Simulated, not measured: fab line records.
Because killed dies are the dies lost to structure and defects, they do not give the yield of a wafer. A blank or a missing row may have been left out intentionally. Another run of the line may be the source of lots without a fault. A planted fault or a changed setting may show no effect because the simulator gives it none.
fab line records	flow nandHarc
record: lots: 24	wafers: 72	lastDay: 34
route steps=1302 shown A_CONTACT@983
lots with no fault: from the same line, run without faults
startH: hours from the record's first day to the start of the lot's first wafer shown	waitH: hours elapsed since this lot's preceding step	" identical to the entry in the row above	L1.1+2: one row covering several wafers at once	- value missing, or start not given	* or withheld: withheld	< > ~ a bound
route shown NAME@n: NAME is a module with steps in the file, n the number in the route of the first one	usual: the fault-free wafers' mean and standard deviation	same: alike in all rows	chamber/n: place in a boat	sites: readings site by site	_std_site: standard deviation of those values	_edge_site: the outer-site mean with the inner-site mean subtracted	radiusMm: for every site, how far away it sits from the centre of the wafer	mask NAME#n: copy n	behind: the most recent tool/chamber to have shaped the wafer	hold: the reason the lot was held/the length of the hold in hours/how it ended	device: the transistor (n, p or np) that didn't switch	end of line: tests run on the same wafers once the route is complete	step lacking rows: just its recipe	killed: not the wafer's yield, but the dies lost to structure and defects at the first sort	map: the dies of a wafer, with x for killed, . for not killed, _ for no die there
set.NAME: the setting that was run; set.NAME@STEP: the one run at that earlier step	model.NAME: the simulator's own value behind a step, which no gauge read
steps of the route over a sample of lots; a table a step, a row a wafer
services: when a tool's chamber went out of use (startH, in hours from the record's first day, below 0 if earlier), for how many hours, and the reason
== steps ==
step: NHARC_A_CONTACT_DEP_24
recipe: targetThkA: 5000	tempC: 400	pressureTorr: 6.5	rfW: 900	teosFlowSccm: 161.4	flowSccm: 2650	targetThkNm: 500	gas: O2	material: SiO2
usual: chamberPressureTorr: 6.501/0.013	heaterPowerW: 577/120	throttleValvePct: 16.0/0.66
lot.wafer	tool	chamber	startH	waitH	chamberPressureTorr	heaterPowerW	throttleValvePct
L074.1	pecvd-03	2	499.11	0.4	6.516	354	16.3
L074.2	"	0	"	"	6.506	571	15.5
L074.4	"	0	"	"	6.486	618	16.0
L076.5	pecvd-02	2	499.39	0.7	6.516	454	17.4
L076.4	"	0	"	"	6.516	543	15.2
L076.6	"	1	"	"	6.512	447	16.4
L075.3	pecvd-03	1	502.04	0.1	6.502	726	16.0
L075.5	"	0	"	"	6.481	728	15.5
L075.6	"	1	"	"	6.511	757	15.9
L077.1	pecvd-03	1	511.80	0.1	6.504	634	15.9
L077.3	"	2	"	"	6.506	462	15.7
L077.2	"	0	"	"	6.503	603	15.8
L078.2	pecvd-02	2	533.00	0.1	6.493	517	17.5
L078.1	"	0	"	"	6.496	509	15.5
L078.4	"	1	"	"	6.498	517	16.4
L079.2	pecvd-04	1	535.50	0.1	6.481	508	15.5
L079.5	"	0	"	"	6.493	738	16.2
L079.6	"	1	"	"	6.490	541	15.6
L080.3	pecvd-04	0	559.90	0.1	6.503	803	16.6
L080.4	"	2	"	"	6.511	473	15.1
L080.5	"	1	"	"	6.511	532	15.5
L081.1	pecvd-03	0	577.42	0.1	6.500	660	15.9
L081.3	"	1	"	"	6.508	783	15.6
L081.5	"	0	"	"	6.493	679	15.6
L082.1	pecvd-04	2	581.27	0.1	6.481	584	15.1
L082.5	"	1	"	"	6.482	543	15.3
L082.4	"	0	"	"	6.515	803	16.5
L083.3	pecvd-04	0	585.31	0.1	6.502	799	16.5
L083.2	"	1	"	"	6.509	557	15.8
L083.4	"	2	"	"	6.497	480	14.8
L084.2	pecvd-03	1	591.94	0.1	6.469	795	15.6
L084.5	"	0	"	"	6.522	649	15.7
L084.6	"	2	"	"	6.483	516	15.5
L086.2	pecvd-03	0	597.48	0.2	6.516	563	15.8
L086.1	"	1	"	"	6.500	734	15.6
L086.5	"	2	"	"	6.497	513	15.7
L087.1	pecvd-03	1	604.63	0.1	6.505	644	15.7
L087.4	"	1	"	"	6.487	667	15.4
L087.6	"	2	"	"	6.481	429	15.7
L085.2	pecvd-02	0	604.69	0.1	6.506	648	15.3
L085.1	"	1	"	"	6.486	472	16.2
L085.4	"	1	"	"	6.500	485	16.6
L089.3	pecvd-02	0	638.27	0.2	6.511	541	15.2
L089.4	"	2	"	"	6.499	506	17.2
L089.6	"	0	"	"	6.515	565	15.2
L088.5	pecvd-03	2	638.50	0.3	6.482	514	15.9
L088.4	"	0	"	"	6.531	661	15.9
L088.6	"	1	"	"	6.500	791	15.6
L091.1	pecvd-02	1	655.45	0.1	6.521	383	16.7
L091.2	"	2	"	"	6.516	497	17.4
L091.3	"	0	"	"	6.491	649	15.4
L090.1	pecvd-03	1	655.58	0.1	6.520	703	15.8
L090.2	"	2	"	"	6.487	493	15.9
L090.6	"	2	"	"	6.491	514	15.9
L092.1	pecvd-03	0	668.67	0.1	6.501	644	15.7
L092.5	"	1	"	"	6.522	762	15.5
L092.4	"	2	"	"	6.519	441	15.8
L094.3	pecvd-02	0	691.28	0.1	6.504	547	15.1
L094.2	"	1	"	"	6.527	380	16.7
L094.5	"	0	"	"	6.507	589	15.4
L093.3	pecvd-04	2	698.41	0.1	6.492	613	15.9
L093.2	"	0	"	"	6.482	682	16.2
L093.4	"	0	"	"	6.514	723	16.1
L096.2	pecvd-02	2	703.92	0.1	6.493	488	17.8
L096.5	"	1	"	"	6.513	463	16.5
L096.4	"	0	"	"	6.507	614	15.2
L095.1	pecvd-03	1	703.92	0.1	6.517	723	15.9
L095.3	"	2	"	"	6.489	517	15.9
L095.6	"	2	"	"	6.473	383	16.0
L097.1	pecvd-04	0	728.46	0.1	6.509	644	16.1
L097.3	"	2	"	"	6.499	644	15.6
L097.4	"	1	"	"	6.487	462	16.6
step: NHARC_A_CONTACT_INSPECT_44
usual: rawDefectCount: 91/35
lot.wafer	tool	chamber	startH	waitH	rawDefectCount
L076.4	defectInspect-02	-	506.55	0.0	110
L076.5	"	-	"	"	101
L076.6	"	-	"	"	91
L074.1	defectInspect-01	-	507.33	0.0	100
L074.2	"	-	"	"	119
L074.4	"	-	"	"	119
L075.3	defectInspect-01	-	510.53	0.0	61
L075.5	"	-	"	"	50
L075.6	"	-	"	"	63
L077.1	defectInspect-02	-	517.60	0.0	148
L077.2	"	-	"	"	154
L077.3	"	-	"	"	145
L078.1	defectInspect-02	-	538.79	0.0	143
L078.2	"	-	"	"	168
L078.4	"	-	"	"	159
L079.2	defectInspect-01	-	542.85	0.0	65
L079.5	"	-	"	"	83
L079.6	"	-	"	"	67
L080.3	defectInspect-01	-	567.78	0.0	71
L080.4	"	-	"	"	84
L080.5	"	-	"	"	65
L081.1	defectInspect-02	-	583.26	0.0	23
L081.3	"	-	"	"	37
L081.5	"	-	"	"	37
L082.1	defectInspect-02	-	587.69	0.0	97
L082.4	"	-	"	"	114
L082.5	"	-	"	"	114
L083.2	defectInspect-01	-	591.81	0.0	121
L083.3	"	-	"	"	129
L083.4	"	-	"	"	133
L084.2	defectInspect-02	-	597.61	0.0	87
L084.5	"	-	"	"	77
L084.6	"	-	"	"	86
L086.1	defectInspect-02	-	603.06	0.0	127
L086.2	"	-	"	"	117
L086.5	"	-	"	"	130
L085.1	defectInspect-01	-	610.83	0.0	73
L085.2	"	-	"	"	68
L085.4	"	-	"	"	61
L087.1	defectInspect-02	-	611.06	0.0	73
L087.4	"	-	"	"	68
L087.6	"	-	"	"	70
L089.3	defectInspect-02	-	643.84	0.0	59
L089.4	"	-	"	"	71
L089.6	"	-	"	"	61
L088.4	defectInspect-02	-	644.07	0.0	68
L088.5	"	-	"	"	46
L088.6	"	-	"	"	53
L091.1	defectInspect-02	-	661.20	0.0	108
L091.2	"	-	"	"	84
L091.3	"	-	"	"	86
L090.1	defectInspect-02	-	662.93	0.0	105
L090.2	"	-	"	"	111
L090.6	"	-	"	"	92
L092.1	defectInspect-01	-	682.61	0.0	104
L092.4	"	-	"	"	88
L092.5	"	-	"	"	97
L094.2	defectInspect-01	-	696.97	0.0	80
L094.3	"	-	"	"	85
L094.5	"	-	"	"	68
L093.2	defectInspect-02	-	704.30	0.0	79
L093.3	"	-	"	"	71
L093.4	"	-	"	"	85
L096.2	defectInspect-01	-	709.68	0.0	21
L096.4	"	-	"	"	16
L096.5	"	-	"	"	21
L095.1	defectInspect-01	-	710.95	0.0	130
L095.3	"	-	"	"	121
L095.6	"	-	"	"	132
L097.1	defectInspect-01	-	734.17	0.0	148
L097.3	"	-	"	"	133
L097.4	"	-	"	"	143
step: NHARC_A_CONTACT_ETCH_48
recipe: targetDepthA: 390	overEtchFrac: 0.3	timeS: 65	ionEnergyEv: 80	cf4FlowSccm: 150	arFlowSccm: 0	rfW: 300	biasW: 100	chemistry: CF4
usual: cf4FlowSccm: 150.0/0.45	drypumpMotorCurrentA: 5.8/0.37	oesProductAu: 0.997/0.011	rfVppV: 151.0/0.92	showerheadPlenumPTorr: 1.74/0.051	throttleValvePct: 13.284/0.009
lot.wafer	tool	chamber	startH	waitH	cf4FlowSccm	drypumpMotorCurrentA	oesProductAu	rfHoursCounterH	rfVppV	showerheadPlenumPTorr	throttleValvePct
L076.4	rieDiel-08	1	506.71	0.1	150.0	5.8	0.986	17	151.7	1.72	13.283
L076.5	"	2	"	"	149.5	6.0	0.996	-	151.9	1.74	13.304
L076.6	"	3	"	"	149.7	6.1	1.007	-	150.8	1.71	13.278
L074.4	rieDiel-02	2	507.48	0.1	150.5	4.9	0.994	31	150.5	1.75	13.291
L074.2	"	3	"	"	149.1	5.2	0.999	30	151.1	1.72	13.296
L074.1	"	1	"	"	150.0	6.2	0.983	33	151.6	1.88	13.290
L075.3	rieDiel-08	2	510.69	0.1	149.9	6.0	0.997	17	151.0	1.74	13.290
L075.5	"	0	"	"	150.1	5.9	1.020	-	150.7	1.72	13.280
L075.6	"	1	"	"	149.2	5.9	1.003	-	150.5	1.72	13.285
L077.3	rieDiel-03	2	517.77	0.1	150.1	5.5	1.005	17	151.2	1.75	13.274
L077.1	"	3	"	"	150.4	5.1	0.999	15	150.7	1.73	13.297
L077.2	"	1	"	"	150.0	5.8	0.993	20	153.4	1.90	13.284
L078.2	rieDiel-03	1	538.94	0.1	149.9	5.7	0.988	30	152.5	1.90	13.283
L078.1	"	2	"	"	151.0	5.5	0.999	28	150.5	1.75	13.281
L078.4	"	3	"	"	150.7	5.1	1.007	26	149.5	1.73	13.285
L079.2	rieDiel-08	0	543.01	0.1	150.6	5.9	1.029	30	150.7	1.72	13.268
L079.5	"	0	"	"	150.5	5.9	1.028	-	150.7	1.72	13.282
L079.6	"	3	"	"	150.0	6.2	1.012	-	150.3	1.71	13.296
L080.3	rieDiel-08	2	567.95	0.1	149.8	6.0	0.983	3	151.3	1.73	13.299
L080.5	"	0	"	"	150.3	5.9	0.989	-	149.8	1.72	13.287
L080.4	"	3	"	"	149.5	6.1	0.986	-	151.6	1.71	13.303
L081.3	rieDiel-02	0	583.41	0.1	150.2	5.2	0.997	0	152.1	1.77	13.297
L081.1	"	1	"	"	149.8	6.2	0.978	0	151.8	1.88	13.278
L081.5	"	0	"	"	150.1	5.2	0.993	-	151.9	1.77	13.270
L082.4	rieDiel-08	2	587.83	0.1	150.0	6.0	0.992	5	149.7	1.73	13.282
L082.1	"	0	"	"	149.4	5.8	1.007	6	151.1	1.72	13.286
L082.5	"	2	"	"	150.2	6.0	0.995	-	152.3	1.73	13.287
L083.2	rieDiel-08	0	591.98	0.1	150.1	5.9	1.012	8	150.2	1.72	13.297
L083.4	"	1	"	"	149.8	5.9	1.014	2	151.7	1.72	13.283
L083.3	"	2	"	"	150.7	6.0	0.998	7	149.2	1.73	13.279
L084.2	rieDiel-08	3	597.93	0.2	149.9	6.2	1.006	9	150.8	1.70	13.282
L084.6	"	1	"	"	149.4	5.8	1.014	-	150.6	1.72	13.282
L084.5	"	2	"	"	150.2	6.0	0.992	-	151.6	1.73	13.304
L086.1	rieDiel-08	3	603.20	0.1	149.4	6.1	0.998	11	149.9	1.70	13.285
L086.2	"	0	"	"	150.4	5.8	0.982	12	149.4	1.72	13.293
L086.5	"	0	"	"	150.3	5.9	0.999	-	148.5	1.72	13.278
L085.1	rieDiel-02	3	611.03	0.1	149.8	5.2	1.004	18	149.5	1.71	13.287
L085.4	"	0	"	"	150.6	5.2	0.991	18	151.8	1.76	13.288
L085.2	"	2	"	"	150.6	4.9	0.990	16	150.5	1.74	13.280
L087.4	rieDiel-08	1	611.27	0.1	149.6	5.9	1.001	9	150.5	1.72	13.289
L087.1	"	2	"	"	149.4	6.0	0.998	13	151.5	1.73	13.271
L087.6	"	2	"	"	149.5	6.0	0.986	-	151.6	1.73	13.275
L089.4	rieDiel-08	3	643.98	0.1	149.7	6.2	0.992	21	150.4	1.70	13.281
L089.3	"	0	"	"	149.6	5.9	0.992	20	151.0	1.72	13.265
L089.6	"	0	"	"	149.5	5.9	0.989	-	151.0	1.72	13.281
L088.4	rieDiel-02	3	644.34	0.2	150.2	5.2	0.997	31	151.6	1.70	13.288
L088.5	"	0	"	"	149.5	5.2	0.991	-	149.8	1.76	13.277
L088.6	"	1	"	"	149.3	6.2	0.966	-	153.0	1.87	13.287
L091.1	rieDiel-03	3	661.34	0.1	150.2	5.1	0.997	6	150.0	1.72	13.282
L091.2	"	1	"	"	149.7	5.8	0.996	5	152.0	1.89	13.290
L091.3	"	2	"	"	150.4	5.5	0.978	6	151.5	1.75	13.280
L090.2	rieDiel-08	0	663.08	0.1	149.5	5.9	1.008	23	151.2	1.71	13.295
L090.1	"	1	"	"	150.5	5.9	0.991	19	150.5	1.71	13.297
L090.6	"	0	"	"	150.1	5.9	1.000	-	150.6	1.71	13.262
L092.1	rieDiel-08	3	682.78	0.1	150.2	6.2	1.018	26	149.7	1.70	13.292
L092.4	"	1	"	"	151.3	5.8	1.001	21	150.4	1.71	13.290
L092.5	"	0	"	"	149.8	5.9	1.006	-	150.5	1.71	13.271
L094.2	rieDiel-02	3	697.11	0.1	149.8	5.2	1.003	46	150.1	1.70	13.265
L094.3	"	0	"	"	150.6	5.2	1.001	45	149.8	1.76	13.286
L094.5	"	3	"	"	150.3	5.2	0.998	-	150.3	1.70	13.288
L093.4	rieDiel-03	1	704.68	0.3	149.7	5.8	0.986	19	151.5	1.89	13.280
L093.3	"	2	"	"	150.5	5.5	0.977	19	151.0	1.74	13.277
L093.2	"	3	"	"	149.1	5.1	1.001	17	151.1	1.72	13.286
L096.4	rieDiel-08	1	709.83	0.1	150.1	5.9	0.994	25	151.4	1.71	13.267
L096.2	"	3	"	"	149.7	6.1	1.007	29	151.1	1.70	13.285
L096.5	"	2	"	"	150.6	6.0	0.998	-	151.0	1.73	13.267
L095.3	rieDiel-03	0	711.14	0.1	149.9	6.1	0.993	20	152.0	1.75	13.286
L095.1	"	1	"	"	150.1	5.8	1.004	22	152.5	1.89	13.277
L095.6	"	2	"	"	150.2	5.5	0.988	-	152.3	1.74	13.274
L097.4	rieDiel-08	1	734.33	0.1	149.2	5.8	0.998	1	150.2	1.71	13.275
L097.3	"	2	"	"	150.5	6.0	0.995	1	151.4	1.73	13.289
L097.1	"	3	"	"	150.1	6.2	1.003	1	151.1	1.70	13.280
step: NHARC_A_CONTACT_ETCH_120
recipe: sourceW: withheld	pressureMtorr: 20	biasV: 3000	timeS: 190	targetDepthA: 18500	arFlowSccm: withheld	c4f8FlowSccm: withheld	o2FlowSccm: withheld	chemistry: C4F8/O2/Ar
lot.wafer	tool	chamber	startH	waitH	rfHoursCounterH
L076.4	harCapEtch-03	0	510.07	0.1	-
L076.5	"	0	"	"	-
L076.6	"	1	"	"	-
L074.1	harCapEtch-02	0	510.89	0.1	85
L074.2	"	1	"	"	85
L074.4	"	0	"	"	-
L075.3	harCapEtch-03	0	514.08	0.1	-
L075.6	"	1	"	"	-
L075.5	"	0	"	"	-
L077.2	harCapEtch-02	1	521.16	0.1	89
L077.1	"	0	"	"	89
L077.3	"	0	"	"	-
L078.1	harCapEtch-01	0	542.79	0.2	7
L078.2	"	1	"	"	7
L078.4	"	1	"	"	-
L079.2	harCapEtch-03	1	546.67	0.1	51
L079.6	"	1	"	"	-
L079.5	"	0	"	"	-
L080.4	harCapEtch-01	0	571.67	0.1	-
L080.3	"	1	"	"	-
L080.5	"	0	"	"	-
L081.1	harCapEtch-02	0	589.81	0.1	97
L081.3	"	1	"	"	-
L081.5	"	0	"	"	-
L082.1	harCapEtch-01	0	591.33	0.1	13
L082.4	"	1	"	"	-
L082.5	"	1	"	"	-
L083.2	harCapEtch-02	0	595.41	0.1	99
L083.3	"	1	"	"	-
L083.4	"	0	"	"	-
L084.2	harCapEtch-01	0	601.76	0.1	15
L084.5	"	0	"	"	-
L084.6	"	1	"	"	-
L086.2	harCapEtch-01	1	606.55	0.1	18
L086.1	"	0	"	"	18
L086.5	"	1	"	"	-
L085.2	harCapEtch-03	0	614.52	0.1	61
L085.1	"	1	"	"	61
L085.4	"	0	"	"	-
L087.1	harCapEtch-02	0	615.44	0.1	105
L087.4	"	0	"	"	-
L087.6	"	1	"	"	-
L089.3	harCapEtch-02	1	647.35	0.1	-
L089.4	"	0	"	"	-
L089.6	"	1	"	"	-
L088.4	harCapEtch-03	0	647.72	0.1	-
L088.6	"	1	"	"	-
L088.5	"	0	"	"	-
L091.1	harCapEtch-03	0	664.64	0.1	70
L091.2	"	1	"	"	70
L091.3	"	0	"	"	-
L090.1	harCapEtch-02	1	666.38	0.1	114
L090.2	"	0	"	"	114
L090.6	"	0	"	"	-
L092.1	harCapEtch-03	0	686.19	0.1	74
L092.4	"	0	"	"	-
L092.5	"	1	"	"	-
L094.2	harCapEtch-03	1	700.45	0.1	76
L094.3	"	1	"	"	-
L094.5	"	1	"	"	-
L093.2	harCapEtch-01	0	708.26	0.1	36
L093.4	"	0	"	"	-
L093.3	"	1	"	"	-
L096.2	harCapEtch-02	1	713.13	0.1	120
L096.4	"	1	"	"	-
L096.5	"	0	"	"	-
L095.1	harCapEtch-01	0	714.99	0.1	38
L095.3	"	0	"	"	-
L095.6	"	1	"	"	-
L097.1	harCapEtch-02	0	737.66	0.1	126
L097.3	"	1	"	"	-
L097.4	"	0	"	"	-
step: NHARC_A_CONTACT_CD_MEAS_53
usual: cdNm: 289.8/0.72
lot.wafer	tool	chamber	startH	waitH	cdNm
L076.4	cdSem-01	-	511.72	-	290.4
L076.5	"	-	"	"	289.5
L076.6	"	-	"	"	290.1
L074.1	cdSem-01	-	512.59	-	289.6
L074.2	"	-	"	"	290.0
L074.4	"	-	"	"	289.9
L075.3	cdSem-02	-	515.72	-	289.9
L075.5	"	-	"	"	289.3
L075.6	"	-	"	"	289.8
L077.1	cdSem-03	-	522.90	-	289.1
L077.2	"	-	"	"	288.9
L077.3	"	-	"	"	288.6
L078.1	cdSem-03	-	544.84	-	289.5
L078.2	"	-	"	"	289.6
L078.4	"	-	"	"	288.8
L079.2	cdSem-03	-	548.39	-	288.8
L079.5	"	-	"	"	289.1
L079.6	"	-	"	"	288.6
L080.3	cdSem-01	-	573.38	-	288.5
L080.4	"	-	"	"	288.7
L080.5	"	-	"	"	289.2
L081.1	cdSem-02	-	591.55	-	290.8
L081.3	"	-	"	"	290.8
L081.5	"	-	"	"	290.9
L082.1	cdSem-01	-	593.05	-	290.9
L082.4	"	-	"	"	290.1
L082.5	"	-	"	"	290.6
L083.2	cdSem-02	-	597.10	-	290.2
L083.3	"	-	"	"	289.6
L083.4	"	-	"	"	290.7
L084.2	cdSem-03	-	603.62	-	290.1
L084.5	"	-	"	"	290.2
L084.6	"	-	"	"	290.4
L086.1	cdSem-01	-	608.43	-	290.1
L086.2	"	-	"	"	289.0
L086.5	"	-	"	"	289.4
L085.1	cdSem-01	-	616.25	-	289.7
L085.2	"	-	"	"	289.9
L085.4	"	-	"	"	289.9
L087.1	cdSem-01	-	617.22	-	290.4
L087.4	"	-	"	"	290.4
L087.6	"	-	"	"	289.7
L089.3	cdSem-02	-	649.01	-	290.5
L089.4	"	-	"	"	289.7
L089.6	"	-	"	"	289.5
L088.4	cdSem-02	-	649.35	-	290.1
L088.5	"	-	"	"	290.4
L088.6	"	-	"	"	290.9
L091.1	cdSem-03	-	666.36	-	289.8
L091.2	"	-	"	"	290.6
L091.3	"	-	"	"	289.7
L090.1	cdSem-03	-	668.09	-	290.4
L090.2	"	-	"	"	290.2
L090.6	"	-	"	"	290.3
L092.1	cdSem-02	-	687.90	-	290.5
L092.4	"	-	"	"	291.1
L092.5	"	-	"	"	289.9
L094.2	cdSem-03	-	702.14	-	289.5
L094.3	"	-	"	"	290.1
L094.5	"	-	"	"	289.8
L093.2	cdSem-03	-	709.98	-	289.5
L093.3	"	-	"	"	289.5
L093.4	"	-	"	"	290.0
L096.2	cdSem-02	-	714.84	-	290.7
L096.4	"	-	"	"	289.8
L096.5	"	-	"	"	289.8
L095.1	cdSem-03	-	716.67	-	289.3
L095.3	"	-	"	"	288.7
L095.6	"	-	"	"	289.4
L097.1	cdSem-03	-	739.34	-	289.7
L097.3	"	-	"	"	290.3
L097.4	"	-	"	"	291.0
step: NHARC_A_CONTACT_CD_MEAS_80
usual: cdNm: 289.6/0.84
lot.wafer	tool	chamber	startH	waitH	cdNm
L076.4	cdSem-02	-	521.37	-	290.7
L076.5	"	-	"	"	290.3
L076.6	"	-	"	"	291.0
L074.1	cdSem-03	-	522.85	-	289.8
L074.2	"	-	"	"	290.4
L074.4	"	-	"	"	289.7
L075.3	cdSem-03	-	525.40	-	290.3
L075.5	"	-	"	"	290.2
L075.6	"	-	"	"	290.6
L077.1	cdSem-01	-	533.52	-	289.1
L077.2	"	-	"	"	288.5
L077.3	"	-	"	"	288.2
L078.1	cdSem-02	-	557.00	-	288.9
L078.2	"	-	"	"	289.9
L078.4	"	-	"	"	289.8
L079.2	cdSem-02	-	559.90	-	288.0
L079.5	"	-	"	"	288.6
L079.6	"	-	"	"	288.3
L080.3	cdSem-01	-	583.17	-	286.8
L080.4	"	-	"	"	287.0
L080.5	"	-	"	"	287.3
L081.1	cdSem-03	-	601.61	-	290.2
L081.3	"	-	"	"	290.3
L081.5	"	-	"	"	290.2
L082.1	cdSem-02	-	604.78	-	288.9
L082.4	"	-	"	"	288.8
L082.5	"	-	"	"	289.9
L083.2	cdSem-03	-	606.92	-	289.9
L083.3	"	-	"	"	290.2
L083.4	"	-	"	"	290.5
L084.2	cdSem-03	-	615.87	-	290.2
L084.5	"	-	"	"	290.1
L084.6	"	-	"	"	290.2
L086.1	cdSem-03	-	622.81	-	288.6
L086.2	"	-	"	"	289.5
L086.5	"	-	"	"	288.9
L085.1	cdSem-02	-	631.64	-	289.4
L085.2	"	-	"	"	289.5
L085.4	"	-	"	"	288.5
L087.1	cdSem-02	-	631.96	-	289.3
L087.4	"	-	"	"	290.3
L087.6	"	-	"	"	290.1
L089.3	cdSem-01	-	658.29	-	289.4
L089.4	"	-	"	"	290.8
L089.6	"	-	"	"	291.1
L088.4	cdSem-03	-	659.01	-	290.1
L088.5	"	-	"	"	289.9
L088.6	"	-	"	"	290.1
L091.1	cdSem-02	-	675.79	-	290.0
L091.2	"	-	"	"	289.7
L091.3	"	-	"	"	289.8
L090.1	cdSem-01	-	682.62	-	290.0
L090.2	"	-	"	"	289.1
L090.6	"	-	"	"	289.4
L092.1	cdSem-03	-	697.21	-	290.3
L092.4	"	-	"	"	290.3
L092.5	"	-	"	"	290.7
L094.2	cdSem-01	-	711.48	-	289.5
L094.3	"	-	"	"	290.0
L094.5	"	-	"	"	288.9
L093.2	cdSem-02	-	721.22	-	290.9
L093.3	"	-	"	"	291.3
L093.4	"	-	"	"	290.6
L096.2	cdSem-03	-	724.79	-	290.2
L096.4	"	-	"	"	289.6
L096.5	"	-	"	"	289.8
L095.1	cdSem-02	-	727.83	-	289.7
L095.3	"	-	"	"	289.2
L095.6	"	-	"	"	288.8
L097.1	cdSem-02	-	751.89	-	289.2
L097.3	"	-	"	"	289.9
L097.4	"	-	"	"	289.6
== services ==
tool	chamber	startH	hours	kind
rieDiel-03	0	489.02	4.1	repair
harCapEtch-01	-	497.00	17.0	pm
rieDiel-02	-	504.80	1.1	repair
pecvd-02	2	513.72	5.7	repair
rieDiel-08	1	515.47	58.7	repair
rieDiel-08	-	544.80	9.0	pm
pecvd-03	-	547.18	13.0	pm
rieDiel-03	3	547.96	7.7	repair
rieDiel-02	-	571.39	9.0	pm
pecvd-02	-	589.23	13.0	pm
rieDiel-08	0	590.40	1.3	repair
pecvd-04	-	595.57	1.0	repair
pecvd-03	-	599.55	1.0	repair
rieDiel-03	1	604.28	7.1	repair
pecvd-03	-	614.07	0.6	repair
pecvd-04	2	628.67	11.9	repair
pecvd-04	-	631.49	13.0	pm
rieDiel-03	-	636.16	9.0	pm
rieDiel-02	0	653.45	3.2	repair
rieDiel-02	1	667.45	4.3	repair
rieDiel-03	3	705.00	14.9	repair
rieDiel-03	0	714.15	7.5	repair
rieDiel-08	-	721.80	9.0	pm
pecvd-03	-	728.18	13.0	pm
== key ==
fault none
